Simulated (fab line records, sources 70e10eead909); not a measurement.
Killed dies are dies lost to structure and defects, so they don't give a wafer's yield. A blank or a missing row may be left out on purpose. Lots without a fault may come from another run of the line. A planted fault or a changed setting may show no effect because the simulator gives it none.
Which tool did it? | flow nand_harc | 24 lots, 72 wafers sampled, at 2 steps of a route of 1302

WHAT THE GAUGES READ, wafer by wafer
NHARC_A_CONTACT_OVL_MEAS_43. Usual: overlay_x_nm 0.0 nm, standard deviation 0.88; overlay_y_nm -0.2 nm, standard deviation 0.86.
lot  | measured     | on         | overlay_x_nm (nm) | overlay_y_nm (nm) | flag
L075 | day 21 20:41 | overlay-02 | -1.1 -0.7 -0.8    | -1.4 -0.6 -0.7    |
L074 | day 21 20:51 | overlay-02 | -0.8 0.2 -0.6     | -0.2 0.1 0.0      |
L077 | day 22 06:34 | overlay-02 | 1.1 1.2 1.2       | -0.8 -1.1 -1.0    |
L076 | day 22 08:16 | overlay-02 | 0.1 -0.1 0.6      | 1.0 1.4 1.4       |
L078 | day 22 18:05 | overlay-01 | 1.4 1.0 1.8       | -0.1 -0.5 -1.0    |
L081 | day 23 21:19 | overlay-02 | -0.1 -0.1 0.1     | -0.7 0.0 -0.5     |
L080 | day 24 01:04 | overlay-01 | 0.0 -0.2 -0.2     | 0.0 -0.2 -0.4     |
L079 | day 24 07:20 | overlay-01 | -0.9 -0.8 -0.6    | -1.3 -1.0 -1.6    |
L083 | day 25 04:57 | overlay-02 | 1.7 1.2 1.4       | 0.6 0.7 0.9       |
L082 | day 25 05:06 | overlay-01 | 1.4 0.9 0.9       | -1.7 -1.1 -1.1    |
L084 | day 25 11:50 | overlay-02 | -1.1 -1.1 -1.5    | 0.9 0.7 0.3       |
L085 | day 25 14:53 | overlay-02 | -1.0 -0.4 -0.1    | -0.8 -0.2 0.7     |
L086 | day 26 03:52 | overlay-02 | -0.6 -1.0 -0.7    | -0.2 -0.3 -0.2    |
L088 | day 27 08:55 | overlay-01 | 0.8 0.5 0.6       | 0.5 1.1 0.6       |
L087 | day 27 09:04 | overlay-02 | -0.2 -0.9 0.5     | 0.2 0.4 0.3       |
L089 | day 27 13:18 | overlay-01 | -2.1 -1.2 -0.8    | -1.6 -1.3 -1.4    |
L090 | day 28 00:54 | overlay-02 | -0.5 -0.4 -0.8    | -2.1 -1.3 -2.4    |
L091 | day 28 13:39 | overlay-01 | 0.9 1.0 0.9       | 1.2 1.0 0.6       |
L094 | day 29 07:53 | overlay-02 | 0.6 0.1 -0.4      | 1.0 1.0 0.7       |
L092 | day 29 09:29 | overlay-02 | -0.2 0.1 0.2      | 0.2 0.3 0.3       |
L093 | day 29 15:40 | overlay-02 | -0.4 -0.4 -0.4    | -0.7 -0.6 -1.6    |
L096 | day 30 14:25 | overlay-01 | -1.2 -1.1 -1.0    | -1.1 -0.4 -0.8    |
L095 | day 30 19:59 | overlay-02 | 0.5 1.4 1.0       | -0.4 0.0 0.1      |
L097 | day 31 04:22 | overlay-01 | -0.5 -0.3 0.0     | 0.1 0.2 0.8       |

NHARC_A_CONTACT_INSPECT_71. Usual: raw_defect_count 86, standard deviation 43.
lot  | measured     | on                | raw_defect_count | flag
L075 | day 22 13:23 | defect_inspect-01 | 107 104 95       |
L074 | day 22 13:41 | defect_inspect-02 | 71 60 71         |
L077 | day 22 18:32 | defect_inspect-01 | 62 62 64         |
L076 | day 22 23:25 | defect_inspect-01 | 108 95 125       |
L078 | day 23 06:22 | defect_inspect-02 | 35 36 30         |
L081 | day 24 08:28 | defect_inspect-01 | 142 141 152      |
L080 | day 24 15:26 | defect_inspect-01 | 127 120 138      |
L079 | day 24 19:11 | defect_inspect-02 | 158 152 149      |
L083 | day 25 21:41 | defect_inspect-02 | 40 39 41         |
L082 | day 25 18:23 | defect_inspect-02 | 114 117 136      |
L084 | day 25 23:43 | defect_inspect-02 | 93 86 88         |
L085 | day 26 01:07 | defect_inspect-02 | 63 70 68         |
L086 | day 26 14:14 | defect_inspect-01 | 37 44 45         |
L088 | day 27 21:35 | defect_inspect-01 | 73 63 60         |
L087 | day 27 21:48 | defect_inspect-02 | 119 94 90        |
L089 | day 28 04:07 | defect_inspect-02 | 131 111 112      |
L090 | day 28 12:05 | defect_inspect-01 | 65 59 58         |
L091 | day 28 23:55 | defect_inspect-02 | 29 33 27         |
L094 | day 29 18:32 | defect_inspect-02 | 64 85 91         |
L092 | day 29 20:44 | defect_inspect-01 | 157 142 170      |
L093 | day 30 01:46 | defect_inspect-01 | 88 71 72         |
L096 | day 31 00:47 | defect_inspect-02 | 19 27 23         |
L095 | day 31 11:58 | defect_inspect-01 | 33 50 48         |
L097 | day 31 20:06 | defect_inspect-01 | 157 136 141      |

WHICH TOOL RAN EACH LOT (tool, then ch and the chambers of the sampled wafers, then the start)
The record holds no process step before these readings.

WHAT THE TOOLS THEMSELVES READ (means of the sampled wafers that have a number; where no wafer has one, the mark that the record gives instead)
The record holds no such reading with a usual standard deviation.

THE ANSWER, worked out from the rows above alone
Rule: a lot is off if the mean of its wafers that have a number lies more than 3 standard deviations from the usual mean. A lot without any number at a reading at which 4 lots or more have one is off too. The other lots that the step has rows for count as sound. The gauges are gone through in route order, then the tools' own readings, and for those a lot's mean is taken as printed above. The first step at which some lot is off is used, and at that step the reading that is off furthest; a lot without a number counts as furthest.
No lot is off at any reading shown: from this, nothing can be told.

WHAT THE SIMULATOR HAD PUT IN
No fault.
